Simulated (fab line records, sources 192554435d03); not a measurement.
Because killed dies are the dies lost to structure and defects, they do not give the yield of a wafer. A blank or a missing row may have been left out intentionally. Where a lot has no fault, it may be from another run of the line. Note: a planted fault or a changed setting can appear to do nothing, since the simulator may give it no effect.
Matching of chambers	flow n5 finfet	rie si-03 running N5_BEOL_M0_SAQP_MANDREL1_REMOVE_100: 4 sister chambers
The step chemistry HBr/Cl2/O2, target a-Si, stops on SiNx, bt time 10 s. 14 wafers are shown with their chamber, then 7 later ones without.

## EACH WAFER AND ITS CHAMBER
wafer	chamber	throttle valve pct (%)	drypump motor current A (A)	oes product au (a.u.)
L078.4	2	37.04	5.64	0.992
L078.5	2	37.03	5.64	0.992
L078.6	3	36.97	5.77	0.995
L079.2	3	36.97	5.79	1.003
L079.3	0	36.62	5.90	1.005
L079.6	3	36.98	5.80	1.017
L087.2	2	37.02	5.63	0.998
L087.3	1	36.74	5.37	1.018
L087.6	1	36.74	5.37	1.011
L089.1	2	37.04	5.62	1.002
L089.3	0	36.62	5.87	1.017
L089.4	3	36.97	5.79	1.013
L090.1	2	37.04	5.61	1.011
L090.2	3	36.98	5.78	1.008

SIGNATURES, as means of the wafers listed above
reading	chamber 0	chamber 1	chamber 2	chamber 3	scatter within a chamber
throttle valve pct	36.6200	36.7400	37.0340	36.9740	0.00663
drypump motor current A	5.8850	5.3700	5.6280	5.7860	0.0128
oes product au	1.01100	1.01450	0.99900	1.00720	0.00803
Rule: for each reading, subtract the chamber's mean from the wafer's reading, divide by that reading's scatter and square the result; add these up over the readings and take the root, which gives the wafer's distance from the chamber. The wafer belongs to the nearest chamber; if the next one is less than 2 further off, it can't be placed. The scatter is the square root of a quotient: the sum, over the shown wafers, of each reading's squared deviation from its chamber's mean, divided by wafers minus chambers.

## WAFERS MISSING THEIR CHAMBER
wafer	throttle valve pct (%)	drypump motor current A (A)	oes product au (a.u.)
L090.6	37.03	5.61	1.004
L094.1	36.97	5.81	1.010
L094.2	36.59	5.84	1.008
L094.6	36.68	5.38	0.992
L095.2	37.05	5.60	0.999
L095.3	36.60	5.89	1.019
L095.5	36.68	5.37	1.009

## EACH ONE'S CHAMBER
wafer	from the rows above	in truth
L090.6	2	2
L094.1	3	3
L094.2	0	0
L094.6	1	1
L095.2	2	2
L095.3	0	0
L095.5	1	1
Placed correctly: 7 of 7. Not placeable from these rows: 0. Wrongly placed: 0.
